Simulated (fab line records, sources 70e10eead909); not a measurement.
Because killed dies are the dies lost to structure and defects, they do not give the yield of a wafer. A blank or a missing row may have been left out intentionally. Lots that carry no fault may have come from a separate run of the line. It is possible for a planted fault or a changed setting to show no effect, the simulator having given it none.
Which tool did it?    flow nand_harc    36 wafers from 12 lots sampled at 4 of the route's 1159 steps

WHAT EACH GAUGE READ, for each wafer
NHARC_A_SLIT_CD_MEAS_09: the cd target is 300 nm.
lot   measured      on         cd_nm (nm)
L231  day 14 08:41  cd_sem-03  299.6 299.5 300.2
L233  day 14 20:22  cd_sem-01  300.4 299.4 299.4
L232  day 14 20:12  cd_sem-02  298.7 299.0 299.4
L235  day 14 20:39  cd_sem-01  299.5 299.6 300.0
L234  day 15 18:11  cd_sem-02  299.5 298.7 299.3
L238  day 16 18:34  cd_sem-02  318.6 317.9 318.5
L242  day 18 03:37  cd_sem-03  314.4 314.5 313.8
L243  day 18 05:14  cd_sem-02  313.3 314.0 313.6
L246  day 18 15:57  cd_sem-01  299.5 300.0 299.6
L248  day 18 17:56  cd_sem-03  299.8 300.2 299.3
L250  day 19 07:53  cd_sem-03  299.3 299.5 299.2
L252  day 19 17:31  cd_sem-03  298.1 298.7 298.7

NHARC_A_SLIT_OVL_MEAS_10.
lot   measured      on          overlay_x_nm (nm)  overlay_y_nm (nm)
L231  day 14 08:47  overlay-01  0.2 0.0 0.3        0.8 0.6 1.1
L233  day 14 20:28  overlay-01  -1.1 -0.6 -1.1     -0.6 -1.4 -1.1
L232  day 14 20:17  overlay-02  0.1 0.1 0.8        -0.1 -0.7 0.5
L235  day 14 20:44  overlay-02  0.2 0.2 -0.1       1.3 0.5 1.2
L234  day 15 18:16  overlay-01  0.3 0.8 0.6        -1.5 -1.7 -1.4
L238  day 16 18:40  overlay-02  -0.2 -0.4 -0.7     0.1 0.6 0.4
L242  day 18 03:43  overlay-02  -1.0 -0.6 -0.7     -1.1 -0.3 -0.5
L243  day 18 05:19  overlay-02  0.1 0.2 0.2        0.2 0.4 0.2
L246  day 18 16:03  overlay-02  -0.2 -0.2 0.1      0.5 0.4 -0.1
L248  day 18 18:02  overlay-01  0.1 0.4 0.5        0.4 0.1 -0.2
L250  day 19 07:58  overlay-02  -0.4 -0.6 -0.1     0.1 0.0 0.2
L252  day 19 17:36  overlay-02  -0.4 -0.6 -0.6     0.2 0.3 0.8

EACH LOT AND THE TOOL THAT RAN IT (in order: tool; ch and the chambers of the sampled wafers; start)
lot   NHARC_A_SGD_CUT_STRIP_28                       NHARC_A_SLIT_EXPOSE_06
L231  rie_diel-11 ch 1,2,3, day 14 03:14             arfi_scanner-01 ch 0, day 14 08:33
L233  rie_diel-05 ch 0,2, day 14 20:13 or earlier    arfi_scanner-03 ch 0, day 14 20:13
L232  rie_diel-11 ch 1,2,3, day 14 17:11             arfi_scanner-01 ch 0, day 14 20:04
L235  rie_diel-07 ch 2,3, day 14 20:31 or earlier    arfi_scanner-03 ch 0, day 14 20:31
L234  rie_diel-11 ch 0,3, day 15 18:03 or earlier    arfi_scanner-02 ch 0, day 15 18:03
L238  rie_diel-07 ch 1,2, day 16 18:26 or earlier    arfi_scanner-03 ch 0, day 16 18:26
L242  rie_diel-11 ch 1,2,3, day 18 03:29 or earlier  arfi_scanner-03 ch 0, day 18 03:29
L243  rie_diel-11 ch 0,2,3, day 18 05:05 or earlier  arfi_scanner-03 ch 0, day 18 05:05
L246  rie_diel-05 ch 0,1, day 18 15:49 or earlier    arfi_scanner-01 ch 0, day 18 15:49
L248  rie_diel-05 ch 0,2,3, day 18 17:49 or earlier  arfi_scanner-01 ch 0, day 18 17:49
L250  rie_diel-07 ch 0,1,3, day 19 07:44 or earlier  arfi_scanner-02 ch 0, day 19 07:44
L252  rie_diel-05 ch 1,2,3, day 19 17:22 or earlier  arfi_scanner-02 ch 0, day 19 17:22
- NHARC_A_SGD_CUT_STRIP_28: strips in O2, time 20 s.
- NHARC_A_SLIT_EXPOSE_06: exposes mask SLIT.

AS READ BY THE TOOLS THEMSELVES (means over the sampled wafers that have a number; for cases with no such wafer, the mark the record gives instead)
NHARC_A_SGD_CUT_STRIP_28.
lot   tool         drypump_motor_current_A (A)  oes_product_au (a.u.)  rf_vpp_V (V)  showerhead_plenum_p_Torr (Torr)  throttle_valve_pct (%)
L231  rie_diel-11  5.6                          1.003                  57.4          3.46                             17.045
L233  rie_diel-05  6.2                          1.004                  57.8          3.67                             17.036
L232  rie_diel-11  5.6                          0.994                  57.9          3.46                             17.036
L235  rie_diel-07  6.2                          1.005                  58.0          3.50                             17.030
L234  rie_diel-11  5.3                          0.991                  57.8          3.40                             17.041
L238  rie_diel-07  5.9                          0.996                  57.4          3.37                             17.037
L242  rie_diel-11  5.6                          0.996                  56.7          3.45                             17.040
L243  rie_diel-11  5.4                          1.003                  57.8          3.45                             17.034
L246  rie_diel-05  5.9                          1.003                  57.2          3.63                             17.037
L248  rie_diel-05  5.9                          0.999                  57.9          3.55                             17.032
L250  rie_diel-07  5.8                          1.009                  57.4          3.53                             17.029
L252  rie_diel-05  5.6                          1.003                  57.2          3.56                             17.032

NHARC_A_SLIT_EXPOSE_06.
lot   tool             exposure_dose_mJ_cm2
L231  arfi_scanner-01  60.85
L233  arfi_scanner-03  60.77
L232  arfi_scanner-01  60.75
L235  arfi_scanner-03  60.82
L234  arfi_scanner-02  60.79
L238  arfi_scanner-03  84.62
L242  arfi_scanner-03  79.81
L243  arfi_scanner-03  78.45
L246  arfi_scanner-01  60.78
L248  arfi_scanner-01  60.83
L250  arfi_scanner-02  60.77
L252  arfi_scanner-02  60.76

THE ANSWER, worked out from the rows above alone
Rule: usual is defined by the lots themselves. Put in order of their means at a reading, lots are off if they are a third of the lots or fewer, leave a main group of 4 or more, and stand apart from it by a gap of 3 or more times the standard deviation of the main group's means; of several such gaps the widest counts. A main group whose means are all the same, to the digits that the tables above print for the reading, isn't used. A lot without any number at a reading at which 4 lots or more have one is off too. All remaining lots with rows at the step are treated as sound. After the gauges, taken in route order, come the tools' own readings; for these a lot's mean is taken, as printed above. At the first step where some lot is off, the reading lying furthest off is the one used; lots without a number count as furthest.
Off: L238, L242, L243 (NHARC_A_SLIT_CD_MEAS_09, cd_nm). Main group: mean 299.4 nm, sd 0.42.
If a tool, at a process step before that reading, ran all the lots that are off and no sound lot after the first of them, it fits. Not tried: the gauges at NHARC_A_SLIT_CD_MEAS_09; whatever is off there is also off at NHARC_A_SLIT_EXPOSE_06, on other tools, and gauge error can't account for it. NHARC_A_SGD_CUT_STRIP_28 gives no start for some lots, so the hours and the order of its lots are those of NHARC_A_SLIT_EXPOSE_06. One fits: arfi_scanner-03 at NHARC_A_SLIT_EXPOSE_06. Its last sound lot is L235 (day 14 20:31), its first lot that is off L238 (day 16 18:26): a fault that began between those two fits.
The tool's own readings at NHARC_A_SLIT_EXPOSE_06 bear it out: on the lots that are off they differ by more than 5 times the standard deviation of the sound lots' means. exposure_dose_mJ_cm2 reads 80.96 there against 60.79 on the sound lots.

WHAT WAS PUT IN BY THE SIMULATOR
Process parameters drifting: arfi_scanner-03 at NHARC_A_SLIT_EXPOSE_06, beginning at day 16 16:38. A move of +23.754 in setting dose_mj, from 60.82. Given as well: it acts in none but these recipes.
Struck lots among those shown: L238, L242, L243. The rule above found the same.
